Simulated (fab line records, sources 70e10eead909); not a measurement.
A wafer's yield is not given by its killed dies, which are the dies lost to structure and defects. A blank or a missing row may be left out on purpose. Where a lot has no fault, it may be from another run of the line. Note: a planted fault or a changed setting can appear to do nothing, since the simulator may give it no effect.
Which of the tools did it? | flow nandHarc | Sampling: 13 lots, 39 wafers, 6 of 1302 route steps

WHAT THE GAUGES READ, wafer by wafer
NHARC_A_CHANNEL_FILL_D1_INSPECT_13.
lot  | measured     | on               | rawDefectCount
L149 | day 10 21:50 | defectInspect-02 | 209 231 241
L150 | day 11 06:11 | defectInspect-01 | 675 387 396
L151 | day 12 01:55 | defectInspect-02 | 266 458 189
L153 | day 12 20:14 | defectInspect-01 | 360 227 377
L155 | day 13 08:44 | defectInspect-02 | 333 301 379
L157 | day 14 03:52 | defectInspect-01 | 243 287 217
L158 | day 14 17:19 | defectInspect-02 | 322 188 317
L159 | day 15 04:07 | defectInspect-02 | 300 244 232
L163 | day 16 19:39 | defectInspect-02 | 217 268 222
L166 | day 17 23:58 | defectInspect-02 | 292 157 294
L167 | day 18 03:40 | defectInspect-02 | 252 332 350
L168 | day 18 13:56 | defectInspect-02 | 482 581 327
L170 | day 19 11:28 | defectInspect-02 | 332 403 573

NHARC_A_ONON_D2_THK_MEAS_11: measures by ellipsometry.
lot  | measured     | on           | thkNm (nm)
L149 | day 12 14:04 | filmMetro-02 | 1003 1000 1000
L150 | day 12 19:42 | filmMetro-01 | 1012 1012 1012
L151 | day 13 15:19 | filmMetro-02 | 1008 1008 1006
L153 | day 14 13:19 | filmMetro-02 | 998 998 998
L155 | day 15 04:21 | filmMetro-02 | 999 999 997
L157 | day 15 17:43 | filmMetro-01 | 1457 1454 1453 1454 1452 1455
L158 | day 16 04:28 | filmMetro-01 | 1008 1009 1008
L159 | day 16 20:07 | filmMetro-01 | 1468 1467 1467 1466 1467 1468
L163 | day 18 12:09 | filmMetro-02 | 1007 1008 1007
L166 | day 19 11:38 | filmMetro-01 | 1011 1010 1009
L167 | day 19 22:16 | filmMetro-01 | 990 989 992
L168 | day 20 14:36 | filmMetro-01 | 999 1000 1001
L170 | day 21 03:41 | filmMetro-01 | 999 1002 1001

NHARC_A_ONON_D2_THK_MEAS_18: measures by ellipsometry.
lot  | measured     | on           | thkNm (nm)
L149 | day 12 22:26 | filmMetro-01 | 997 998 999
L150 | day 13 04:16 | filmMetro-01 | 996 997 1000
L151 | day 13 23:53 | filmMetro-01 | 991 990 992
L153 | day 14 21:15 | filmMetro-02 | 997 994 996
L155 | day 15 12:39 | filmMetro-02 | 1000 1000 1001
L158 | day 16 12:43 | filmMetro-01 | 1028 1026 1026
L163 | day 18 23:13 | filmMetro-02 | 998 999 999
L166 | day 19 19:28 | filmMetro-01 | 1017 1017 1018
L167 | day 20 06:28 | filmMetro-01 | 982 982 981
L168 | day 20 22:34 | filmMetro-01 | 986 987 987
L170 | day 21 15:51 | filmMetro-01 | 1013 1011 1009

NHARC_END_SORT_01.
lot  | measured     | on        | defectLimitedYield (%) | killedAtArray | killedAtOther | killedAtPeriphery | killedDies | killedOpen | killedShort | sort_bin_2_pct (%) | sort_bin_3_pct (%) | sort_bin_4_pct (%) | sortNPass   | sortRimYieldPct (%) | sortYieldPct (%)
L149 | day 24 20:22 | prober-02 | 96.2 95.3 96.2         | 23 26 20      | 0 1 0         | 3 5 6             | 26 32 26   | 2 8 1      | 2 1 2       | 1.3 1.3 1.2        | 0.1 0 0.4          | 2.4 3.4 2.2        | 651 645 651 | 94 96 93            | 96.2 95.3 96.2
L150 | day 24 19:35 | prober-01 | 88.0 87.4 85.8         | 76 76 88      | 0 1 1         | 5 8 7             | 81 85 96   | 4 3 7      | 4 2 1       | 4.6 5.8 5.0        | 0.9 0.4 1.0        | 6.5 6.4 8.1        | 596 592 581 | 92 82 85            | 88.0 87.4 85.8
L151 | day 25 04:14 | prober-01 | 88.8 84.8 90.0         | 72 100 68     | 0 1 0         | 4 2 0             | 76 103 68  | 6 8 2      | 1 3 3       | 3.8 4.9 3.7        | 1.2 1.3 1.5        | 6.2 9.0 4.9        | 601 574 609 | 94 88 84            | 88.8 84.8 90.0
L153 | day 27 06:40 | prober-01 | 90.5 92.0 89.8         | 59 54 63      | 4 0 1         | 1 0 5             | 64 54 69   | 1 4 1      | 3 0 3       | 3.1 2.8 4.1        | 0.9 0.6 0.6        | 5.5 4.6 5.5        | 613 623 608 | 93 87 93            | 90.5 92.0 89.8
L155 | day 27 21:28 | prober-01 | 88.6 90.8 90.1         | 72 61 65      | 0 0 0         | 5 1 2             | 77 62 67   | 4 2 4      | 1 1 1       | 5.0 3.7 3.2        | 0.9 0.7 0.7        | 5.5 4.7 5.9        | 600 615 610 | 85 88 89            | 88.6 90.8 90.1
L158 | day 28 04:25 | prober-02 | 91.7 92.5 93.2         | 48 39 40      | 1 0 0         | 7 12 6            | 56 51 46   | 4 4 3      | 3 1 0       | 2.4 3.4 2.5        | 0.7 0.7 0.7        | 5.2 3.4 3.5        | 621 626 631 | 85 86 85            | 91.7 92.5 93.2
L163 | day 30 21:41 | prober-01 | 87.7 86.3 88.3         | 71 84 74      | 1 2 0         | 11 7 5            | 83 93 79   | 4 5 2      | 2 2 2       | 4.3 4.4 4.1        | 1.2 1.3 0.7        | 6.8 8.0 6.8        | 594 584 598 | 88 77 90            | 87.7 86.3 88.3
L166 | day 31 12:59 | prober-02 | 94.5 94.4 95.7         | 35 34 27      | 0 1 1         | 2 3 1             | 37 38 29   | 5 0 2      | 1 2 0       | 1.3 2.1 1.8        | 0.4 0.3 0          | 3.7 3.2 2.5        | 640 639 648 | 92 92 91            | 94.5 94.4 95.7
L167 | day 31 20:47 | prober-02 | 90.0 90.0 87.1         | 62 66 85      | 0 0 0         | 6 2 2             | 68 68 87   | 5 2 4      | 2 5 4       | 3.4 4.4 4.6        | 0.4 1.2 0.6        | 6.2 4.4 7.7        | 609 609 590 | 84 83 81            | 90.0 90.0 87.1
L168 | day 32 21:18 | prober-01 | 93.4 91.7 92.2         | 44 53 50      | 0 0 0         | 1 3 3             | 45 56 53   | 2 4 3      | 2 2 1       | 2.8 2.8 3.5        | 0.6 0.6 0.6        | 3.2 4.9 3.7        | 632 621 624 | 86 83 81            | 93.4 91.7 92.2
L170 | day 33 10:32 | prober-02 | 88.8 93.8 91.4         | 68 34 54      | 4 2 2         | 4 6 2             | 76 42 58   | 5 2 4      | 4 1 3       | 4.4 2.2 2.5        | 0.4 0.7 0.9        | 6.4 3.2 5.2        | 601 635 619 | 81 89 88            | 88.8 93.8 91.4

EACH LOT AND THE TOOL THAT RAN IT (in order: tool; ch and the chambers of the sampled wafers; start)
lot  | NHARC_A_DECK1_JOINT_ETCHBACK_07 | NHARC_A_ONON_D2_DEP_09
L149 | rieSi-03 ch 0,1,2, day 10 21:54 | pecvdOnon-02 ch 0, day 12 13:37
L150 | rieSi-05 ch 0,2,3, day 11 06:16 | pecvdOnon-03 ch 0, day 12 19:11
L151 | rieSi-01 ch 1,2,3, day 12 01:58 | pecvdOnon-02 ch 0, day 13 14:52
L153 | rieSi-01 ch 1,2, day 12 20:19   | pecvdOnon-02 ch 0, day 14 12:58
L155 | rieSi-03 ch 0,3, day 13 08:47   | pecvdOnon-02 ch 0, day 15 03:56
L157 | rieSi-05 ch 0,1,2, day 14 03:56 | pecvdOnon-02 ch 0, day 15 17:16
L158 | rieSi-05 ch 0,2, day 14 17:23   | pecvdOnon-04 ch 0, day 16 04:01
L159 | rieSi-05 ch 1,2,3, day 15 04:11 | pecvdOnon-02 ch 0, day 16 19:37
L163 | rieSi-01 ch 0,3, day 16 19:43   | pecvdOnon-04 ch 0, day 18 11:42
L166 | rieSi-03 ch 1,3, day 18 00:02   | pecvdOnon-04 ch 0, day 19 11:05
L167 | rieSi-03 ch 0,1,2, day 18 03:43 | pecvdOnon-02 ch 0, day 19 21:45
L168 | rieSi-05 ch 1,2,3, day 18 14:00 | pecvdOnon-02 ch 0, day 20 14:13
L170 | rieSi-03 ch 2,3, day 19 11:32   | pecvdOnon-02 ch 0, day 21 03:20
- NHARC_A_DECK1_JOINT_ETCHBACK_07: etches the open film in HBr, target depth 105 nm, time 26.9 s.
- NHARC_A_ONON_D2_DEP_09: target thk 1000 nm.

AS READ BY THE TOOLS THEMSELVES (means over the sampled wafers that have a number; for cases with no such wafer, the mark the record gives instead)
NHARC_A_DECK1_JOINT_ETCHBACK_07.
lot  | tool     | drypumpMotorCurrentA (A) | oesProductAu (a.u.) | rfFwdPowerW (W) | throttleValvePct (%)
L149 | rieSi-03 | 5.4                      | 1.003               | 342.7           | 23.263
L150 | rieSi-05 | 6.0                      | 1.011               | 342.4           | 23.267
L151 | rieSi-01 | 5.2                      | 1.002               | 344.7           | 23.253
L153 | rieSi-01 | 5.3                      | 0.982               | 345.9           | 23.261
L155 | rieSi-03 | 5.5                      | 0.994               | 345.6           | 23.281
L157 | rieSi-05 | 5.6                      | 1.007               | 343.6           | 23.264
L158 | rieSi-05 | 5.9                      | 1.011               | 344.2           | 23.261
L159 | rieSi-05 | 5.6                      | 1.000               | 343.0           | 23.264
L163 | rieSi-01 | 5.6                      | 0.994               | 343.5           | 23.264
L166 | rieSi-03 | 4.9                      | 0.986               | 343.1           | 23.267
L167 | rieSi-03 | 5.4                      | 0.990               | 343.0           | 23.267
L168 | rieSi-05 | 5.6                      | 1.013               | 341.9           | 23.266
L170 | rieSi-03 | 5.4                      | 1.005               | 342.7           | 23.265

THE ANSWER, worked out from the rows above alone
Rule: what is usual is taken from the lots themselves. Put in order of their means at a reading, lots are off if they are a third of the lots or fewer, leave a main group of 4 or more, and stand apart from it by a gap of 3 or more times the standard deviation of the main group's means; of several such gaps the widest counts. A main group is skipped when, at the precision printed for the reading in the tables above, its means are all equal. Also off: a lot with no number at a reading for which 4 or more lots have one. The other lots that the step has rows for count as sound. After the gauges, taken in route order, come the tools' own readings; for these a lot's mean is taken, as printed above. At the first step where some lot is off, the reading lying furthest off is the one used; lots without a number count as furthest.
Off at NHARC_A_ONON_D2_THK_MEAS_11 (thkNm): L157, L159. Mean 1003 nm and standard deviation 6.2 in the main group.
If a tool, at a process step before that reading, ran all the lots that are off and no sound lot after the first of them, it fits. The gauges at NHARC_A_ONON_D2_THK_MEAS_11 are tried like those tools. No candidate that was tried fits.

WHAT THE SIMULATOR PUT IN
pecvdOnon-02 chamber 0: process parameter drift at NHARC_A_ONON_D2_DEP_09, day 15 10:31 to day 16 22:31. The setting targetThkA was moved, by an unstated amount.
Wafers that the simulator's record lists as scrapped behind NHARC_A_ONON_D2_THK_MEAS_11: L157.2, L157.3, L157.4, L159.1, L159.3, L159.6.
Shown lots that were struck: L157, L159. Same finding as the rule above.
